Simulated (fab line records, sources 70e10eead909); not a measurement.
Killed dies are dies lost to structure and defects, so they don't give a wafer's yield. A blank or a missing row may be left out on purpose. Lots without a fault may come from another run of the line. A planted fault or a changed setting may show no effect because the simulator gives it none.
fab line records | flow nand_harc
record lots=5 wafers=15 last_day=30
route steps=1302 shown A_CHANNEL_HOLE_D2@590 A_CHANNEL_FILL_D2@610 END@1302
lots that met no fault: from a run of the same line without faults
start_h: hours from the record's first day to the start of the lot's first wafer shown | wait_h: hours since the lot's step before | " the same as in the row above | L1.1+2: a row that stands for several wafers | - no value, or no start given | * or withheld: withheld | < > ~ a bound
route shown NAME@n: a module of which the file shows steps, and the number in the route of the first | usual: mean/standard deviation of fault-free wafers | same: alike in all rows | chamber/n: place in a boat | sites: the reading at each site | _std_site: their standard deviation | _edge_site: outer sites' mean less inner sites' | radius_mm: how far each site lies from the wafer's centre | mask NAME#n: copy n | behind: the tool/chamber that last shaped the wafer | hold: why the lot was held/for how many hours/how that ended | device: the transistor (n, p or np) that didn't switch | end of line: the same wafers' tests at the end of the route | a step without rows: its recipe alone | killed: dies lost to structure and defects at the first sort, not the wafer's yield | map: a wafer's dies, x killed, . not, _ none there
set.NAME: the setting as run; set.NAME@STEP: as run at that earlier step | model.NAME: the simulator's own value behind a step, which no gauge read
lots at some steps of the route; a table a step, a row a wafer
services: from which hour (start_h, from the record's first day; less than 0 if before it) a tool's chamber was out of use, for how many hours, and why
## steps
# step NHARC_A_CHANNEL_HOLE_D2_CD_MEAS_18
# usual cd_nm=99.5/2.1
# columns lot.wafer tool chamber start_h wait_h cd_nm
L778.1 cd_sem-03 - 299.81 - 96.5
L778.4 " - " " 95.8
L778.6 " - " " 92.1
L781.3 cd_sem-01 - 321.53 - 99.2
L781.5 " - " " 96.4
L781.6 " - " " 97.3
L788.1 cd_sem-01 - 400.99 - 96.7
L788.2 " - " " 99.4
L788.6 " - " " 99.4
L792.1 cd_sem-01 - 433.56 - 101.3
L792.4 " - " " 102.4
L792.5 " - " " 103.0
L793.2 cd_sem-03 - 455.39 - 96.6
L793.4 " - " " 101.2
L793.5 " - " " 98.6
# step NHARC_A_CHANNEL_HOLE_D2_ETCH_19
# recipe bias_v=1200 source_w=2500 pressure_mtorr=15 time_s=34.5 ar_flow_sccm=375 c4f8_flow_sccm=28.8 o2_flow_sccm=96.2 temp_c=-20 target_depth_a=* chemistry=C4F8/O2/Ar
# step NHARC_A_CHANNEL_HOLE_D2_ETCH_20
# recipe bias_v=3000 source_w=withheld pressure_mtorr=20 time_s=361.9 ar_flow_sccm=375 c4f8_flow_sccm=89.3 o2_flow_sccm=35.7 temp_c=-20 target_depth_a=16000 chemistry=C4F8/O2/Ar
# step NHARC_A_CHANNEL_HOLE_D2_ETCH_21
# recipe bias_v=3000 source_w=withheld pressure_mtorr=20 time_s=514.3 ar_flow_sccm=375 c4f8_flow_sccm=89.3 o2_flow_sccm=35.7 temp_c=-20 target_depth_a=16000 chemistry=C4F8/O2/Ar
# step NHARC_A_CHANNEL_HOLE_D2_ETCH_22
# recipe bias_v=3000 source_w=withheld pressure_mtorr=20 time_s=666.7 ar_flow_sccm=375 c4f8_flow_sccm=89.3 o2_flow_sccm=35.7 temp_c=-20 target_depth_a=16000 chemistry=C4F8/O2/Ar
# usual drypump_motor_current_A=5.6/0.59 showerhead_plenum_p_Torr=3.53/0.15 throttle_valve_pct=32.154/0.0097
# columns lot.wafer tool chamber start_h wait_h drypump_motor_current_A rf_hours_counter_h showerhead_plenum_p_Torr throttle_valve_pct
L778.1 har_etch-02 1 303.16 0.4 5.6 365 3.50 32.168
L778.4 " 1 " " 5.5 - 3.50 32.149
L778.6 " 1 " " 5.6 - 3.50 32.150
L781.3 har_etch-02 0 322.74 0.4 5.8 - 3.48 32.160
L781.5 " 1 " " 5.6 - 3.49 32.164
L781.6 " 0 " " 5.7 - 3.48 32.150
L788.2 har_etch-01 0 406.97 0.4 6.4 225 3.51 32.152
L788.1 " 1 " " 4.9 225 3.44 32.171
L788.6 " 1 " " 4.9 - 3.44 32.151
L792.1 har_etch-01 0 436.89 0.4 6.3 240 3.50 32.164
L792.4 " 1 " " 4.9 - 3.43 32.153
L792.5 " 1 " " 4.9 - 3.43 32.159
L793.2 har_etch-01 1 456.33 0.4 4.9 248 3.43 32.172
L793.4 " 1 " " 5.0 - 3.43 32.162
L793.5 " 1 " " 4.9 - 3.43 32.159
# step NHARC_A_CHANNEL_HOLE_D2_ETCH_23
# recipe bias_v=5000 source_w=withheld pressure_mtorr=20 time_s=819 ar_flow_sccm=375 c4f8_flow_sccm=89.3 o2_flow_sccm=35.7 temp_c=-20 target_depth_a=16000 chemistry=C4F8/O2/Ar
# step NHARC_A_CHANNEL_HOLE_D2_ETCH_24
# recipe bias_v=5000 source_w=withheld pressure_mtorr=20 time_s=906.2 ar_flow_sccm=375 c4f8_flow_sccm=93.8 o2_flow_sccm=31.2 temp_c=-20 target_depth_a=15000 chemistry=C4F8/O2/Ar
# usual drypump_motor_current_A=5.6/0.59 showerhead_plenum_p_Torr=3.53/0.15 throttle_valve_pct=32.236/0.0093
# columns lot.wafer tool chamber start_h wait_h drypump_motor_current_A rf_hours_counter_h showerhead_plenum_p_Torr throttle_valve_pct
L778.1 har_etch-02 1 304.41 0.6 5.5 366 3.49 32.222
L778.4 " 1 " " 5.5 - 3.49 32.235
L778.6 " 1 " " 5.5 - 3.49 32.246
L781.3 har_etch-02 0 324.10 0.6 5.7 - 3.48 32.223
L781.5 " 1 " " 5.5 - 3.49 32.238
L781.6 " 0 " " 5.7 - 3.48 32.255
L788.2 har_etch-01 0 408.24 0.6 6.4 226 3.51 32.222
L788.1 " 1 " " 4.9 226 3.44 32.247
L788.6 " 1 " " 4.9 - 3.44 32.230
L792.1 har_etch-01 0 438.15 0.6 6.3 242 3.50 32.243
L792.4 " 1 " " 5.0 - 3.43 32.241
L792.5 " 1 " " 4.9 - 3.43 32.225
L793.2 har_etch-01 1 457.61 0.6 5.0 249 3.42 32.237
L793.4 " 1 " " 5.0 - 3.42 32.232
L793.5 " 1 " " 4.9 - 3.42 32.228
# step NHARC_A_CHANNEL_HOLE_D2_ETCH_25
# recipe bias_v=5000 source_w=withheld pressure_mtorr=20 time_s=1040.2 ar_flow_sccm=375 c4f8_flow_sccm=93.8 o2_flow_sccm=31.2 temp_c=-20 target_depth_a=15000 chemistry=C4F8/O2/Ar
# step NHARC_A_CHANNEL_HOLE_D2_ETCH_26
# recipe bias_v=300 source_w=2000 pressure_mtorr=30 time_s=224.1 ar_flow_sccm=375 c4f8_flow_sccm=11.4 o2_flow_sccm=113.6 temp_c=-20 target_depth_a=3000 chemistry=C4F8/O2/Ar
# usual drypump_motor_current_A=5.6/0.59 showerhead_plenum_p_Torr=3.57/0.15 throttle_valve_pct=24.583/0.0098
# columns lot.wafer tool chamber start_h wait_h drypump_motor_current_A rf_hours_counter_h showerhead_plenum_p_Torr throttle_valve_pct
L778.1 har_etch-02 1 306.05 0.7 5.5 368 3.53 24.587
L778.4 " 1 " " 5.5 - 3.53 24.582
L778.6 " 1 " " 5.5 - 3.53 24.570
L781.3 har_etch-02 0 325.45 0.4 5.7 - 3.51 24.590
L781.5 " 1 " " 5.6 - 3.53 24.583
L781.6 " 0 " " 5.7 - 3.51 24.581
L788.2 har_etch-01 0 409.88 0.7 6.3 228 3.55 24.591
L788.1 " 1 " " 4.9 228 3.47 24.586
L788.6 " 1 " " 4.9 - 3.47 24.567
L792.1 har_etch-01 0 439.80 0.7 6.3 243 3.54 24.598
L792.4 " 1 " " 5.0 - 3.46 24.570
L792.5 " 1 " " 4.9 - 3.46 24.565
L793.2 har_etch-01 1 459.27 0.7 5.0 251 3.46 24.571
L793.4 " 1 " " 5.0 - 3.46 24.590
L793.5 " 1 " " 5.0 - 3.46 24.592
# step NHARC_A_CHANNEL_HOLE_D2_ETCH_27
# recipe bias_v=400 source_w=2000 pressure_mtorr=25 time_s=90 ar_flow_sccm=375 c4f8_flow_sccm=41.7 o2_flow_sccm=83.3 temp_c=-20 target_depth_a=4000 chemistry=C4F8/O2/Ar
# usual drypump_motor_current_A=5.6/0.59 showerhead_plenum_p_Torr=3.56/0.15 throttle_valve_pct=27.620/0.0091
# columns lot.wafer tool chamber start_h wait_h drypump_motor_current_A rf_hours_counter_h showerhead_plenum_p_Torr throttle_valve_pct
L778.1 har_etch-02 1 306.25 0.2 5.6 368 3.53 27.616
L778.4 " 1 " " 5.6 - 3.53 27.612
L778.6 " 1 " " 5.6 - 3.53 27.631
L781.3 har_etch-02 0 325.64 0.2 5.7 - 3.51 27.622
L781.5 " 1 " " 5.6 - 3.53 27.617
L781.6 " 0 " " 5.7 - 3.51 27.626
L788.2 har_etch-01 0 410.08 0.2 6.3 228 3.54 27.620
L788.1 " 1 " " 4.9 228 3.47 27.630
L788.6 " 1 " " 5.0 - 3.47 27.632
L792.1 har_etch-01 0 440.00 0.2 6.4 243 3.53 27.616
L792.4 " 1 " " 5.0 - 3.46 27.615
L792.5 " 1 " " 5.0 - 3.46 27.621
L793.2 har_etch-01 1 459.47 0.2 5.0 251 3.46 27.608
L793.4 " 1 " " 4.9 - 3.46 27.604
L793.5 " 1 " " 4.9 - 3.46 27.631
# step NHARC_A_CHANNEL_HOLE_D2_STRIP_41
# recipe n2_flow_sccm=150 h2_flow_sccm=150 ar_flow_sccm=0 bias_w=0 chemistry=N2/H2
# step NHARC_A_CHANNEL_HOLE_D2_STRIP_42
# recipe cf4_flow_sccm=100 chf3_flow_sccm=30 ar_flow_sccm=0 bias_w=0 chemistry=CF4/CHF3
# step NHARC_A_CHANNEL_HOLE_D2_STRIP_43
# recipe o2_flow_sccm=400 cos_flow_sccm=20 ar_flow_sccm=0 bias_w=0 chemistry=O2/COS
# columns lot.wafer tool chamber start_h wait_h
L778.1+4+6 rie_diel-12 2,3,1 306.94 0.1
L781.3+5+6 rie_diel-12 1,3,0 326.73 0.5
L788.2+1+6 rie_diel-12 1,3,0 410.79 0.1
L792.4+1+5 rie_diel-05 0,3,1 440.69 0.1
L793.2+4+5 rie_diel-05 2,1,3 460.15 0.1
# step NHARC_A_CHANNEL_HOLE_D2_ETCH_44
# recipe target_depth_a=1400 overetch_a=140 time_s=77 ion_energy_ev=100 cf4_flow_sccm=80 o2_flow_sccm=20 ar_flow_sccm=0 rf_w=300 bias_w=100 chemistry=CF4/O2
# step NHARC_A_CHANNEL_HOLE_D2_STRIP_28
# recipe o2_flow_sccm=500 ar_flow_sccm=0 bias_w=0 chemistry=O2
# usual drypump_motor_current_A=5.6/0.51 oes_product_au=1.006/0.0087 rf_vpp_V=58.0/1 showerhead_plenum_p_Torr=3.60/0.15 throttle_valve_pct=17.035/0.0078
# columns lot.wafer tool chamber start_h wait_h drypump_motor_current_A oes_product_au rf_hours_counter_h rf_vpp_V showerhead_plenum_p_Torr throttle_valve_pct
L778.1 rie_diel-12 2 - - 5.4 1.011 1.6 56.2 3.38 17.034
L778.4 " 0 " " 6.4 0.992 1.2 58.1 3.72 17.026
L778.6 " 3 " " 5.7 1.014 - 59.1 3.72 17.030
L781.3 rie_diel-12 1 - - 5.0 1.001 3.1 58.0 3.59 17.032
L781.5 " 3 " " 5.7 1.013 - 57.6 3.72 17.037
L781.6 " 0 " " 6.4 0.996 - 60.0 3.72 17.048
L788.2 rie_diel-12 1 - - 5.0 1.004 9.2 58.6 3.59 17.034
L788.1 " 0 " " 6.4 1.004 8.5 57.6 3.72 17.041
L788.6 " 3 " " 5.7 1.025 - 57.7 3.72 17.044
L792.1 rie_diel-05 2 - - 5.5 1.011 1.0 58.3 3.72 17.038
L792.4 " 1 " " 5.4 1.025 1.0 57.9 3.70 17.044
L792.5 " 3 " " 6.2 1.004 - 57.6 3.37 17.028
L793.4 rie_diel-05 1 - - 5.3 1.004 1.8 60.0 3.70 17.027
L793.2 " 2 " " 5.5 0.984 1.9 58.1 3.72 17.036
L793.5 " 1 " " 5.4 0.994 - 57.8 3.70 17.031
# step NHARC_A_CHANNEL_HOLE_D2_PRECLEAN_29
# recipe time_s=* temp_c=50 bath_age_min=0 chemistry=SC1
# step NHARC_A_CHANNEL_HOLE_D2_SRD_30
# step NHARC_A_CHANNEL_HOLE_D2_CD_MEAS_31
# usual cd_nm=90.1/1.3
# columns lot.wafer tool chamber start_h wait_h cd_nm
L778.1 cd_sem-03 - 307.79 - 87.6
L778.4 " - " " 90.7
L778.6 " - " " 89.2
L781.3 cd_sem-01 - 327.58 - 90.1
L781.5 " - " " 88.2
L781.6 " - " " 90.5
L788.1 cd_sem-01 - 411.81 0.1 88.3
L788.2 " - " " 89.2
L788.6 " - " " 87.8
L792.1 cd_sem-02 - 441.54 - 88.6
L792.4 " - " " 92.5
L792.5 " - " " 89.3
L793.2 cd_sem-01 - 461.01 - 91.8
L793.4 " - " " 90.6
L793.5 " - " " 91.9
# step NHARC_A_CHANNEL_HOLE_D2_XSEM_32
# recipe landing_energy_ev=35000
# step NHARC_A_CHANNEL_HOLE_D2_INSPECT_40
# usual raw_defect_count=280/82
# columns lot.wafer tool chamber start_h wait_h raw_defect_count
L778.1 defect_inspect-02 - 307.98 - 224
L778.4 " - " " 195
L778.6 " - " " 225
L781.3 defect_inspect-01 - 327.76 - 268
L781.5 " - " " 237
L781.6 " - " " 262
L788.1 defect_inspect-02 - 412.00 - 782
L788.2 " - " " 181
L788.6 " - " " 320
L792.1 defect_inspect-02 - 441.73 - 142
L792.4 " - " " 190
L792.5 " - " " 184
L793.2 defect_inspect-02 - 461.20 - 231
L793.4 " - " " 253
L793.5 " - " " 290
# step NHARC_A_CHANNEL_FILL_D2_PRECLEAN_00
# recipe time_s=* temp_c=50 bath_age_min=0 chemistry=SC1
# step NHARC_END_SORT_01
# recipe temp_c=25
# usual killed_at_array=41/10 killed_at_other=0.8/0.91 killed_at_periphery=4.2/2.9 killed_dies=46/10 killed_open=3.5/2.1 killed_short=2.5/1.6
# same gross_dies=677
# columns lot.wafer tool chamber start_h wait_h killed_at_array killed_at_other killed_at_periphery killed_dies killed_open killed_short
L788.1 prober-01 0 672.79 2.5 108 1 5 114 4 4
# killed by level:class
L788.1 A_CHANNEL_HOLE_D2:unspecified=80 A_SLIT:chamber_film_flake=12 A_CHANNEL_HOLE_D2:chamber_film_flake=3 P_BONDPAD:chamber_film_flake=2 A_CONTACT:chamber_film_flake=2 P_CONTACT:geometric_particle:open=1 P_M1:geometric_particle:short=1 A_ONON_D1:geometric_particle:short=1
# map L788.1 (x killed, . not)
____________.____________
_________......._________
_______..........._______
______.............______
_____....x.x........_____
____.................____
____.................____
___...........x.......___
___...................___
__.....................__
__.................x...__
_......x.x.............._
_......x................_
_....................x.._
_......................._
_..x............x......._
.x............x..........
.........................
.........................
.....x.............x.....
.x......xx...............
_x.....x................_
_xx.xxxxx..............._
_xx.x.xxxxx.x..........._
_xx...xxxxxx............_
_xx..xxxxxxx............_
__xxxxxxxxx.x..........__
__xxxxxxxxx............__
___xxxxxxxxx..........___
___xxxxxxxxx.........x___
____xxxxxxxx.x.......____
____.xxxxxxx.........____
_____xxxx.x........._____
______..x........x.______
_______.........x._______
_________......._________
____________.____________
# map L781.3 (x killed, . not)
____________.____________
_________..x.x.._________
_______..x........_______
______............x______
_____..............._____
____.................____
____xx...............____
___x..................___
___..................x___
__....x..x......x......__
__....x......x.........__
_......................._
_......................._
_............x.........._
_......................._
_.x...x...x............._
.........................
.x......................x
.x.............x......xx.
.....................x.xx
..................x..x.xx
_......x...........x.xxx_
_...x.x....x..........xx_
_......................x_
_.....................xx_
_...x....x............xx_
__.....................__
__.x........x.........x__
___...................___
___...................___
____.............x...____
____...........x.....____
_____..............._____
______.............______
_______..........._______
_________......._________
____________.____________
## services
# columns tool chamber start_h hours kind
har_etch-02 0 280.66 - consumable_replace:focus_ring
har_etch-02 0 280.66 17.0 scheduled_down
har_etch-02 0 280.66 17.0 vent_cycle
rie_diel-05 - 281.97 0.5 repair
rie_diel-12 0 302.22 - clean
rie_diel-12 1 302.22 - clean
rie_diel-12 2 302.22 - clean
rie_diel-05 2 306.19 7.9 repair
rie_diel-12 0 360.93 4.0 repair
rie_diel-12 1 366.94 8.6 repair
har_etch-02 - 377.47 17.0 pm
har_etch-02 0 377.47 17.0 vent_cycle
har_etch-02 1 377.47 17.0 vent_cycle
har_etch-02 0 394.47 - clean
har_etch-02 0 394.47 - consumable_replace:showerhead
har_etch-02 1 394.47 - clean
har_etch-02 1 394.47 - consumable_replace:focus_ring
har_etch-02 1 394.47 - consumable_replace:showerhead
rie_diel-12 2 400.93 17.3 repair
rie_diel-05 - 406.60 9.0 pm
rie_diel-05 2 418.40 5.9 repair
rie_diel-12 0 420.51 59.8 repair
rie_diel-12 3 439.57 9.5 repair
rie_diel-12 - 446.43 9.0 pm
## key
first_sign step=NHARC_A_CHANNEL_HOLE_D2_INSPECT_40 reading=raw_defect_count direction=up sigmas=6.1 usual=280 struck=782
effect step=NHARC_END_SORT_01 reading=killed_dies direction=up sigmas=6.8 usual=46 struck=114
more_kills_born_at NHARC_A_CHANNEL_HOLE_D2_STRIP_43@rie_diel-12=80
met_at NHARC_A_CHANNEL_HOLE_D2_STRIP_43
struck_wafers L788.1
tester_left_out L788
onset_between 326.73 410.79
fault kind=chamber_particle_source tool=rie_diel-12 chamber=3 onset_h=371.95 steps=NHARC_A_CHANNEL_HOLE_D2_STRIP_43 rate_per_visit_cm2=0.73791 end_h=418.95
# tester_left_out: of these lots the tester's yield and bins aren't shown, on N5 and GAA mostly nor the transistor test; their killed dies are dies lost to structure and defects alone, not to doping, threshold or leakage, so they don't give the yield
